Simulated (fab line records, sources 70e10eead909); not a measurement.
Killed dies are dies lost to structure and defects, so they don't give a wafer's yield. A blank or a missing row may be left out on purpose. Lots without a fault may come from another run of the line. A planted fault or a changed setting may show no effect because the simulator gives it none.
Chamber matching | flow nand_harc | NHARC_A_STAIRCASE_DESCUM_312 on rie_diel-01: 4 sister chambers
The step chemistry O2, time 3 s. 16 wafers are shown with their chamber, then 8 later ones without.

WAFERS WITH THEIR CHAMBER
wafer  | chamber | showerhead_plenum_p_Torr (Torr) | drypump_motor_current_A (A) | oes_product_au (a.u.)
L075.1 | 2       | 1.97                            | 6.6                         | 0.986
L075.4 | 0       | 2.06                            | 5.2                         | 1.004
L075.6 | 1       | 1.96                            | 5.2                         | 0.995
L077.2 | 2       | 1.96                            | 6.6                         | 0.999
L077.3 | 0       | 2.05                            | 5.3                         | 1.013
L077.4 | 1       | 1.95                            | 5.2                         | 0.982
L083.2 | 3       | 1.80                            | 5.9                         | 1.001
L083.3 | 1       | 1.95                            | 5.2                         | 0.990
L083.5 | 3       | 1.80                            | 6.0                         | 1.003
L086.1 | 1       | 1.95                            | 5.2                         | 0.990
L086.3 | 0       | 2.05                            | 5.3                         | 1.001
L086.4 | 2       | 1.96                            | 6.6                         | 1.001
L089.1 | 2       | 1.95                            | 6.6                         | 0.992
L089.4 | 3       | 1.80                            | 5.9                         | 1.003
L089.5 | 0       | 2.04                            | 5.3                         | 1.003
L090.2 | 1       | 1.94                            | 5.1                         | 0.980

SIGNATURES (means of the wafers above)
reading                  | chamber 0 | chamber 1 | chamber 2 | chamber 3 | scatter within a chamber
showerhead_plenum_p_Torr | 2.0500    | 1.9500    | 1.9600    | 1.8000    | 0.00707
drypump_motor_current_A  | 5.275     | 5.180     | 6.600     | 5.933     | 0.043
oes_product_au           | 1.00525   | 0.98740   | 0.99450   | 1.00233   | 0.00565
Rule: a wafer's distance from a chamber is the root of the sum, over the readings, of the square of ((its reading less the chamber's mean) divided by the reading's scatter). The wafer belongs to the nearest chamber; if the next one is less than 2 further off, it can't be placed. The scatter: the root of (the sum of the squares of (reading less its chamber's mean) over the shown wafers, divided by (wafers less chambers)).

WAFERS WITHOUT THEIR CHAMBER
wafer  | showerhead_plenum_p_Torr (Torr) | drypump_motor_current_A (A) | oes_product_au (a.u.)
L090.4 | 1.80                            | 6.0                         | 1.003
L090.5 | 2.04                            | 5.3                         | 1.007
L094.2 | 2.03                            | 5.2                         | 0.999
L094.3 | 1.95                            | 6.5                         | 0.996
L094.4 | 1.79                            | 5.9                         | 1.017
L097.3 | 2.03                            | 5.2                         | 0.991
L097.5 | 1.94                            | 6.6                         | 0.997
L097.6 | 1.79                            | 5.9                         | 1.008

WHICH CHAMBER EACH WENT THROUGH
wafer  | from the rows above | in truth
L090.4 | 3                   | 3
L090.5 | 0                   | 0
L094.2 | 0                   | 0
L094.3 | 2                   | 2
L094.4 | 3                   | 3
L097.3 | 0                   | 0
L097.5 | 2                   | 2
L097.6 | 3                   | 3
Placed correctly: 8 of 8. Can't be placed from these rows: 0. Placed wrongly: 0.
